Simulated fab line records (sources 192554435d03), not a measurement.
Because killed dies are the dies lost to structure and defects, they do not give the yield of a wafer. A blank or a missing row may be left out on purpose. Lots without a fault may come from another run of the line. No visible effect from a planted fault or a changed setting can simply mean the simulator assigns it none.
Matching of chambers	flow n5_finfet	N5_BEOL_M12_ETCH_38 on rie_diel-06: 4 sister chambers
The step etches SiCN in CF4/N2, target depth 68.7 nm, time 73.4 s. 20 wafers are shown with their chamber, then 10 later ones without.

== WAFERS WITH THEIR CHAMBER ==
wafer	chamber	showerhead_plenum_p_Torr (Torr)	throttle_valve_pct (%)	oes_product_au (a.u.)
L076.2	0	2.10	15.89	0.73
L076.5	3	2.19	15.33	0.76
L076.6	2	2.24	15.28	0.84
L079.3	2	2.24	15.30	0.83
L079.4	0	2.10	15.92	0.72
L079.6	2	2.24	15.29	0.84
L080.1	0	2.10	15.91	0.72
L080.2	1	2.34	15.34	0.92
L080.6	2	2.24	15.31	0.83
L081.2	0	2.09	15.91	0.72
L081.4	2	2.24	15.32	0.83
L081.5	0	2.10	15.90	0.72
L082.1	3	2.19	15.35	0.74
L082.4	2	2.24	15.33	0.83
L082.6	0	2.09	15.92	0.71
L084.3	1	2.33	15.37	0.90
L084.4	3	2.19	15.35	0.74
L084.5	1	2.33	15.35	0.91
L085.2	2	2.24	15.32	0.82
L085.4	0	2.09	15.93	0.71

SIGNATURES (means of the wafers above)
reading	chamber 0	chamber 1	chamber 2	chamber 3	scatter within a chamber
showerhead_plenum_p_Torr	2.0957	2.3333	2.2400	2.1900	0.00386
throttle_valve_pct	15.9114	15.3533	15.3071	15.3433	0.0153
oes_product_au	0.7186	0.9100	0.8314	0.7467	0.00805
Rule: distance of a wafer from a chamber = root of the sum over the readings of ((wafer's reading minus chamber's mean) / reading's scatter) squared. If the next closest chamber is less than 2 further off than the closest, the wafer can't be placed; otherwise it belongs to the closest. The scatter: take each reading less its chamber's mean, square it, sum over the shown wafers, divide by the number of wafers less the number of chambers, and take the root.

== WAFERS MISSING THEIR CHAMBER ==
wafer	showerhead_plenum_p_Torr (Torr)	throttle_valve_pct (%)	oes_product_au (a.u.)
L085.6	2.09	15.92	0.71
L094.1	2.18	15.38	0.73
L094.3	2.23	15.35	0.81
L094.5	2.23	15.37	0.81
L093.1	2.23	15.37	0.80
L093.3	2.32	15.41	0.86
L093.4	2.18	15.42	0.73
L096.1	2.18	15.40	0.74
L096.4	2.23	15.39	0.81
L096.6	2.32	15.42	0.86

== THE CHAMBER EACH PASSED THROUGH ==
wafer	from the rows above	in truth
L085.6	0	0
L094.1	3	3
L094.3	2	2
L094.5	2	2
L093.1	2	2
L093.3	1	1
L093.4	3	3
L096.1	3	3
L096.4	2	2
L096.6	1	1
Correctly placed: 10 of 10. Not placeable from these rows: 0. 0 placed wrongly.
